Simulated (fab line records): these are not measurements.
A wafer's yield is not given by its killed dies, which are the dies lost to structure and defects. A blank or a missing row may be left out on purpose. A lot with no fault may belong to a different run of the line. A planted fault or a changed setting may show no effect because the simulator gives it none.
Matching of chambers    flow nandHarc    NHARC_A_STAIRCASE_ALD_420 on aldHk-01: 4 sister chambers
The step deposits SiO2, target thk 20 nm, pulse time 6 s, ald cycles 200. 20 wafers are shown with their chamber, then 10 later ones without.

## WAFERS WITH THEIR CHAMBER
wafer   chamber  heaterPowerW (W)  susceptorTempC (C)  precursorPulseHeightRel
L074.3  3        439               300.15              1.018
L074.5  2        487               300.08              0.999
L074.6  3        448               299.96              0.978
L078.2  2        498               300.21              1.013
L078.4  0        481               299.91              0.999
L078.6  0        487               300.13              1.037
L084.2  1        406               300.13              0.939
L084.3  0        493               300.03              0.951
L084.6  1        397               299.72              0.958
L083.1  1        401               299.85              1.006
L083.2  3        432               299.52              0.987
L083.4  0        498               299.66              1.011
L085.1  1        399               299.89              1.024
L085.3  2        474               299.99              0.984
L085.6  2        483               299.95              1.002
L088.3  3        433               300.06              1.022
L088.4  2        478               300.02              0.991
L088.6  0        470               300.21              1.033
L093.1  2        493               300.36              1.002
L093.3  3        426               299.98              1.012

SIGNATURES, as means of the wafers listed above
reading                  chamber 0  chamber 1  chamber 2  chamber 3  scatter within a chamber
heaterPowerW             485.80     400.75     485.50     435.60     8.68
susceptorTempC           299.9880   299.8975   300.1017   299.9340   0.199
precursorPulseHeightRel  1.00620    0.98175    0.99850    1.00340    0.0269
Rule: distance of a wafer from a chamber = root of the sum over the readings of ((wafer's reading minus chamber's mean) / reading's scatter) squared. The wafer belongs to the nearest chamber; if the next one is less than 2 further off, it can't be placed. How the scatter is found: for the shown wafers, subtract from each reading the mean of its chamber, square and add these, divide the total by (wafers less chambers), then take the root.

## WAFERS WITHOUT THEIR CHAMBER
wafer   heaterPowerW (W)  susceptorTempC (C)  precursorPulseHeightRel
L093.5  399               299.92              1.000
L092.2  492               300.18              1.012
L092.4  435               299.69              0.944
L092.6  474               300.16              0.988
L096.1  427               300.06              1.034
L096.2  408               299.94              0.999
L096.4  492               300.17              0.992
L097.4  491               300.10              1.005
L097.5  404               300.33              0.974
L097.6  489               300.38              0.999

## EACH ONE'S CHAMBER
wafer   from the rows above      in truth
L093.5  1                        1
L092.2  can't be placed: 2 or 0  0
L092.4  can't be placed: 3 or 1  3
L092.6  can't be placed: 2 or 0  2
L096.1  3                        3
L096.2  1                        1
L096.4  can't be placed: 2 or 0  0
L097.4  can't be placed: 2 or 0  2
L097.5  1                        1
L097.6  can't be placed: 2 or 0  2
Correctly placed: 4 of 10. From these rows, 6 cannot be placed; in 6 the true chamber is one of the candidates. Placed wrongly: 0.
